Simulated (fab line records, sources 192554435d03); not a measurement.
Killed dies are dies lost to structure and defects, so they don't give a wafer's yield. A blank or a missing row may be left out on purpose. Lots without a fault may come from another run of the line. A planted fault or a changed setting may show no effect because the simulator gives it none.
Which tool did it? | flow n5_finfet | 10 lots, 30 wafers sampled, at 5 steps of a route of 1938

WHAT THE GAUGES READ, wafer by wafer
N5_GATE_CUT_CD_MEAS_13: target cd 20 nm. Usual: cd_nm 19.97 nm, standard deviation 0.25.
lot  | measured     | on        | cd_nm (nm)        | flag
L722 | day 4 23:48  | cd_sem-03 | 20.05 19.88 20.01 |
L724 | day 5 13:23  | cd_sem-03 | 19.94 20.18 19.93 |
L726 | day 6 00:41  | cd_sem-03 | 19.70 19.84 19.68 |
L727 | day 6 07:06  | cd_sem-02 | 20.11 20.02 20.21 |
L728 | day 6 10:59  | cd_sem-03 | 20.03 19.84 19.70 |
L735 | day 8 07:47  | cd_sem-02 | 20.43 20.40 20.19 |
L736 | day 8 10:30  | cd_sem-01 | 20.30 20.50 20.16 |
L737 | day 8 20:12  | cd_sem-01 | 19.93 19.91 19.80 |
L741 | day 9 19:27  | cd_sem-02 | 20.19 20.25 19.92 |
L742 | day 10 00:20 | cd_sem-02 | 19.79 19.73 19.76 |

N5_BEOL_M4_RC_MEAS_101. Usual: DIBL_N 36.9 mV/V, standard deviation 1.6; DIBL_P 37.1 mV/V, standard deviation 2; IOFF_N 0.17 nA/um, standard deviation 0.032; IOFF_P 0.22 nA/um, standard deviation 0.036; ION_N 674 uA/um, standard deviation 12; ION_P 463 uA/um, standard deviation 7.8; SS_N 71.7 mV/dec, standard deviation 0.63; SS_P 73.5 mV/dec, standard deviation 0.62; VT_N 249 mV, standard deviation 3.3; VT_P -250 mV, standard deviation 3.5.
lot  | measured     | on        | DIBL_N (mV/V)  | DIBL_P (mV/V)  | IOFF_N (nA/um) | IOFF_P (nA/um) | ION_N (uA/um) | ION_P (uA/um) | SS_N (mV/dec)  | SS_P (mV/dec)  | VT_N (mV)   | VT_P (mV)      | flag
L722 | day 8 17:02  | prober-01 | 37.0 37.6 38.1 | 37.2 38.0 38.1 | 0.15 0.16 0.16 | 0.19 0.21 0.20 | 652 668 663   | 448 462 453   | 70.9 71.8 71.5 | 74.1 74.3 73.8 | 251 252 252 | -257 -253 -253 |
L724 | day 9 14:09  | prober-01 | 34.7 38.3 35.0 | 36.2 39.0 35.9 | 0.13 0.18 0.14 | 0.19 0.22 0.18 | 656 672 665   | 462 457 463   | 70.8 72.0 70.9 | 73.8 74.0 73.2 | 253 249 251 | -251 -251 -252 |
L726 | day 9 17:31  | prober-01 | 34.4 36.5 37.6 | 35.1 37.8 37.8 | 0.13 0.17 0.18 | 0.20 0.25 0.25 | 658 667 674   | 452 463 464   | 70.9 71.6 72.0 | 72.9 73.6 73.8 | 252 248 247 | -250 -246 -245 |
L727 | day 10 04:57 | prober-01 | 38.6 37.5 37.1 | 38.0 36.6 36.7 | 0.19 0.17 0.18 | 0.27 0.22 0.23 | 674 670 677   | 464 459 463   | 72.3 71.8 72.2 | 73.7 74.0 73.6 | 248 249 248 | -247 -250 -246 |
L728 | day 10 20:43 | prober-01 | 35.6 35.7 34.7 | 37.6 37.9 36.8 | 0.16 0.16 0.14 | 0.21 0.22 0.20 | 676 674 659   | 466 458 459   | 71.0 71.9 71.3 | 73.9 73.2 72.9 | 250 250 254 | -249 -252 -252 |
L735 | day 11 17:25 | prober-01 | 38.2 37.9 35.0 | 39.2 39.5 36.4 | 0.21 0.21 0.15 | 0.25 0.25 0.21 | 688 679 662   | 465 465 457   | 72.6 72.9 71.8 | 74.0 73.4 73.9 | 247 246 248 | -244 -249 -252 |
L736 | day 12 11:32 | prober-01 | 36.4 36.5 36.6 | 39.1 37.9 37.2 | 0.17 0.18 0.16 | 0.25 0.23 0.21 | 680 679 676   | 473 461 460   | 72.1 71.7 71.1 | 74.0 74.3 74.2 | 253 249 254 | -248 -249 -254 |
L737 | day 12 15:25 | prober-02 | 38.5 36.6 36.5 | 38.4 36.3 35.3 | 0.20 0.16 0.15 | 0.23 0.20 0.18 | 671 654 653   | 458 453 446   | 72.4 72.5 72.2 | 73.7 73.3 72.3 | 248 250 254 | -248 -252 -254 |
L741 | day 13 12:01 | prober-01 | 36.6 37.0 37.5 | 38.6 40.2 40.7 | 0.18 0.19 0.20 | 0.22 0.25 0.27 | 679 675 683   | 459 459 468   | 72.4 72.4 72.8 | 73.8 74.0 74.1 | 250 248 246 | -249 -252 -247 |
L742 | day 13 14:08 | prober-01 | 36.7 35.1 38.2 | 34.9 32.2 36.6 | 0.18 0.14 0.19 | 0.25 0.20 0.27 | 682 667 673   | 472 464 466   | 71.2 71.7 72.0 | 73.7 72.9 73.8 | 246 253 248 | -246 -249 -245 |

WHICH TOOL RAN EACH LOT (tool, then ch and the chambers of the sampled wafers, then the start)
lot  | N5_GATE_CUT_STRIP_42               | N5_GATE_CUT_VAPOR_ETCH_49         | N5_GATE_CUT_CMP_23
L722 | rie_diel-06 ch 2,3, day 5 00:21    | rie_metal-03 ch 0,1, day 5 00:43  | cmp-04 ch 0,1,3, day 5 02:41
L724 | rie_diel-02 ch 1,2,3, day 5 13:46  | rie_metal-01 ch 0,1, day 5 14:08  | cmp-04 ch 0,2,3, day 5 15:53
L726 | rie_diel-06 ch 0,2,3, day 6 01:02  | rie_metal-01 ch 1, day 6 01:24    | cmp-04 ch 0,3, day 6 03:07
L727 | rie_diel-06 ch 0,2,3, day 6 07:28  | rie_metal-01 ch 0, day 6 07:50    | cmp-01 ch 1,2,3, day 6 09:38
L728 | rie_diel-06 ch 0,1,3, day 6 11:31  | rie_metal-03 ch 0,1, day 6 11:52  | cmp-01 ch 0,1,2, day 6 13:41
L735 | rie_diel-02 ch 0,1,2, day 8 08:09  | rie_metal-03 ch 0,1, day 8 08:31  | cmp-01 ch 0,1,2, day 8 10:14
L736 | rie_diel-04 ch 0,3, day 8 10:54    | rie_metal-03 ch 0,1, day 8 11:15  | cmp-01 ch 0,2,3, day 8 13:10
L737 | rie_diel-06 ch 1,3, day 8 20:43    | rie_metal-02 ch 0,1, day 8 21:05  | cmp-04 ch 0,2,3, day 8 22:50
L741 | rie_diel-04 ch 0,2,3, day 9 19:49  | rie_metal-02 ch 0,1, day 9 20:10  | cmp-04 ch 0,1,3, day 9 22:01
L742 | rie_diel-02 ch 0,2,3, day 10 00:46 | rie_metal-01 ch 0,1, day 10 01:07 | cmp-03 ch 0,1,2, day 10 02:51
- N5_GATE_CUT_STRIP_42: strips in O2.
- N5_GATE_CUT_VAPOR_ETCH_49: etches TiAlC in BCl3/Cl2.
- N5_GATE_CUT_CMP_23: polishes, stops on SiO2, t overpolish 23.4 s, target thk 16 nm.

WHAT THE TOOLS THEMSELVES READ (means of the sampled wafers that have a number; where no wafer has one, the mark that the record gives instead)
N5_GATE_CUT_STRIP_42. Usual: drypump_motor_current_A 5.4 A, standard deviation 0.49; oes_product_au 0.77 a.u., standard deviation 0.11; rf_vpp_V 3.6 V, standard deviation 0.5; showerhead_plenum_p_Torr 2.10 Torr, standard deviation 0.089; throttle_valve_pct 16.75 %, standard deviation 0.24.
lot  | tool        | drypump_motor_current_A (A) | oes_product_au (a.u.) | rf_vpp_V (V) | showerhead_plenum_p_Torr (Torr) | throttle_valve_pct (%) | flag
L722 | rie_diel-06 | 4.7                         | 0.71                  | 3.1          | 2.03                            | 16.79                  |
L724 | rie_diel-02 | 5.8                         | 0.71                  | 3.4          | 2.12                            | 16.86                  |
L726 | rie_diel-06 | 4.7                         | 0.72                  | 3.4          | 2.05                            | 16.81                  |
L727 | rie_diel-06 | 4.8                         | 0.72                  | 3.5          | 2.04                            | 16.82                  |
L728 | rie_diel-06 | 5.1                         | 0.80                  | 3.1          | 2.08                            | 16.73                  |
L735 | rie_diel-02 | 5.8                         | 0.78                  | 3.5          | 2.14                            | 16.68                  |
L736 | rie_diel-04 | 5.7                         | 0.87                  | 3.7          | 2.15                            | 16.62                  |
L737 | rie_diel-06 | 5.1                         | 0.77                  | 3.8          | 2.14                            | 16.71                  |
L741 | rie_diel-04 | 5.5                         | 0.84                  | 3.0          | 2.16                            | 16.68                  |
L742 | rie_diel-02 | 5.8                         | 0.86                  | 3.9          | 2.18                            | 16.67                  |

N5_GATE_CUT_VAPOR_ETCH_49. Usual: drypump_motor_current_A 6.1 A, standard deviation 0.43; oes_product_au 0.74 a.u., standard deviation 0.1.
lot  | tool         | drypump_motor_current_A (A) | oes_product_au (a.u.) | flag
L722 | rie_metal-03 | 6.1                         | 0.84                  |
L724 | rie_metal-01 | 6.4                         | 0.63                  |
L726 | rie_metal-01 | 6.6                         | 0.61                  |
L727 | rie_metal-01 | 6.3                         | 0.64                  |
L728 | rie_metal-03 | 6.1                         | 0.82                  |
L735 | rie_metal-03 | 5.8                         | 0.93                  |
L736 | rie_metal-03 | 6.1                         | 0.99                  |
L737 | rie_metal-02 | 6.3                         | 0.76                  |
L741 | rie_metal-02 | 6.1                         | 0.72                  |
L742 | rie_metal-01 | 6.5                         | 0.87                  |

N5_GATE_CUT_CMP_23. Usual: head_pressure_psi 2.501 psi, standard deviation 0.0054; motor_current_A 8.8 A, standard deviation 0.92; overpolish_run_s 23.400 s, standard deviation 0.0082; retaining_ring_pressure_frac 1.000, standard deviation 0.0053; slurry_filter_dp_kPa 13.50 kPa, standard deviation 0.13; time_to_endpoint_s 19.1 s, standard deviation 2.3.
lot  | tool   | head_pressure_psi (psi) | motor_current_A (A) | overpolish_run_s (s) | retaining_ring_pressure_frac | slurry_filter_dp_kPa (kPa) | time_to_endpoint_s (s) | flag
L722 | cmp-04 | 2.497                   | 8.6                 | 23.403               | 1.000                        | 13.52                      | 21.4                   |
L724 | cmp-04 | 2.499                   | 9.2                 | 23.393               | 1.000                        | 13.38                      | 17.6                   |
L726 | cmp-04 | 2.499                   | 8.5                 | 23.402               | 1.001                        | 13.48                      | 23.5                   |
L727 | cmp-01 | 2.498                   | 10.2                | 23.396               | 0.998                        | 13.42                      | 19.0                   |
L728 | cmp-01 | 2.508                   | 8.8                 | 23.396               | 1.000                        | 13.47                      | 18.5                   |
L735 | cmp-01 | 2.503                   | 8.8                 | 23.400               | 0.997                        | 13.42                      | 19.7                   |
L736 | cmp-01 | 2.504                   | 9.3                 | 23.402               | 0.997                        | 13.49                      | 19.6                   |
L737 | cmp-04 | 2.504                   | 9.1                 | 23.397               | 1.003                        | 13.37                      | 20.0                   |
L741 | cmp-04 | 2.498                   | 8.4                 | 23.400               | 1.002                        | 13.44                      | 22.4                   |
L742 | cmp-03 | 2.501                   | 8.1                 | 23.397               | 0.999                        | 13.56                      | 16.3                   |

THE ANSWER, worked out from the rows above alone
Rule: a lot is off if the mean of its wafers that have a number lies more than 3 standard deviations from the usual mean. A lot without any number at a reading at which 4 lots or more have one is off too. The other lots that the step has rows for count as sound. The gauges are gone through in route order, then the tools' own readings, and for those a lot's mean is taken as printed above. The first step at which some lot is off is used, and at that step the reading that is off furthest; a lot without a number counts as furthest.
No lot is off at any reading shown: from this, nothing can be told.

WHAT THE SIMULATOR HAD PUT IN
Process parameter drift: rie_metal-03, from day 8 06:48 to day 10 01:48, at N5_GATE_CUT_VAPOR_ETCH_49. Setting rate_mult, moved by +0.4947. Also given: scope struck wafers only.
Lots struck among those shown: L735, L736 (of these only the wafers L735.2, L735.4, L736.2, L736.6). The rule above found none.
